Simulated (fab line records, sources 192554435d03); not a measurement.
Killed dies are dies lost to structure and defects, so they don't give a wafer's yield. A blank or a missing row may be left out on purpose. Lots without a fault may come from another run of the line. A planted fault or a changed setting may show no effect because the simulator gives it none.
One fault seen from 3 desks | flow n5_finfet | each desk has only its own numbers; what lay behind them comes last

THE DEFECT DESK
What the inspections along the route counted, lot by lot: means of the sampled wafers that have a number. A lot is out of limits, marked OUT, if its mean lies more than 4 standard deviations from the usual mean; the brackets give that distance.
Columns: A = raw_defect_count at N5_MIM_TOP_LITHO_INSPECT_12, usual 1.9
lot  | first seen here | A
L221 | day 12 00:38    | 1.7
L225 | day 12 10:15    | 1.0
L232 | day 14 15:23    | 3.0
L231 | day 14 21:05    | 1.7
L240 | day 16 18:10    | 1.3
L239 | day 16 21:13    | 2.3
This desk's finding: nothing out of limits on any of the 6 lots.

THE TOOL OWNER'S DESK: rie_metal-03
The tool's own readings at N5_MIM_TOP_ETCH_ETCH_00 (etches TiN in Cl2/BCl3, target depth 38.5 nm): means of the sampled wafers that have a number, for each lot that ran on this tool. A lot is out of limits, marked OUT, if its mean lies more than 4 standard deviations from the usual mean; the brackets give that distance.
Columns: A = drypump_motor_current_A at N5_MIM_TOP_ETCH_ETCH_00, usual 5.6 A; B = oes_product_au at N5_MIM_TOP_ETCH_ETCH_00, usual 0.83 a.u.; C = throttle_valve_pct at N5_MIM_TOP_ETCH_ETCH_00, usual 22.73 %
lot  | first seen here | A   | B    | C
L232 | day 14 16:59    | 5.3 | 0.84 | 22.54
L240 | day 16 18:25    | 5.1 | 0.91 | 22.62
L239 | day 16 22:48    | 5.3 | 0.90 | 22.53
This desk's finding: nothing out of limits on any of the 3 lots.

THE METROLOGY DESK
What the gauges read, lot by lot, whatever tool the lot ran on: means of the sampled wafers that have a number. A lot is out of limits, marked OUT, if its mean lies more than 4 standard deviations from the usual mean; the brackets give that distance.
Columns: A = cd_nm at N5_MIM_TOP_LITHO_CD_MEAS_08, usual 1999.5 nm; B = MIM_TOP_OVL at N5_MIM_TOP_LITHO_OVL_MEAS_11, usual 2 nm
lot  | first seen here | A      | B
L221 | day 12 00:35    | 2000.5 | 4
L225 | day 12 10:11    | 2000.6 | 1
L232 | day 14 15:20    | 1998.1 | 1
L231 | day 14 21:01    | 1997.7 | -4
L240 | day 16 18:07    | 1999.4 | -1
L239 | day 16 21:09    | 1999.3 | 4
This desk's finding: nothing out of limits on any of the 6 lots.

PUT TOGETHER
The defect desk saw nothing out of limits.
The tool owner's desk saw nothing out of limits.
The metrology desk saw nothing out of limits.

WHAT THE SIMULATOR HAD PUT IN
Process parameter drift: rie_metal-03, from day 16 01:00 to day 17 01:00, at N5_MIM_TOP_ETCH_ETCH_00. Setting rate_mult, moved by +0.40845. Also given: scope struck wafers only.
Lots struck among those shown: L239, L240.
